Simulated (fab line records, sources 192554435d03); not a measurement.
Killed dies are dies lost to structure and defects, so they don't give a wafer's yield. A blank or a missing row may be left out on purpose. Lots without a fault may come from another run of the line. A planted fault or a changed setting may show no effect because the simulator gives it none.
Chamber matching | flow n5_finfet | N5_SD_EPI_P_SD_RECESS_17 on rie_si-06: 4 sister chambers
The step chemistry HBr/Cl2/O2, target depth 39.1 nm, bt time 3 s. 8 wafers are shown with their chamber, then 7 later ones without.

WAFERS WITH THEIR CHAMBER
wafer  | chamber | throttle_valve_pct (%) | drypump_motor_current_A (A)
L150.3 | 0       | 36.70                  | 5.4
L156.1 | 3       | 37.31                  | 5.5
L156.4 | 2       | 37.27                  | 5.2
L166.1 | 2       | 37.29                  | 5.2
L166.4 | 0       | 36.69                  | 5.4
L166.5 | 1       | 36.79                  | 6.0
L167.1 | 1       | 36.80                  | 6.0
L167.4 | 3       | 37.30                  | 5.6

WAFERS WITHOUT THEIR CHAMBER
wafer  | throttle_valve_pct (%) | drypump_motor_current_A (A)
L167.5 | 36.69                  | 5.4
L168.1 | 36.81                  | 6.0
L168.4 | 37.30                  | 5.5
L168.6 | 37.28                  | 5.5
L172.2 | 36.67                  | 5.5
L172.4 | 37.31                  | 5.6
L172.6 | 36.67                  | 5.5

WHICH CHAMBER EACH WENT THROUGH
wafer  | from the rows above | in truth
L167.5 | 0                   | 0
L168.1 | 1                   | 1
L168.4 | 3                   | 3
L168.6 | 3                   | 3
L172.2 | 0                   | 0
L172.4 | 3                   | 3
L172.6 | 0                   | 0
Placed correctly: 7 of 7. Can't be placed from these rows: 0. Placed wrongly: 0.
How it was worked out, from the rows above alone: a wafer's distance from a chamber is the root of the sum, over the readings, of the square of ((its reading less the chamber's mean) divided by the reading's scatter). The wafer belongs to the nearest chamber; if the next one is less than 2 further off, it can't be placed. A chamber's mean is the mean of its shown wafers. The scatter: the root of (the sum of the squares of (reading less its chamber's mean) over the shown wafers, divided by (wafers less chambers)).
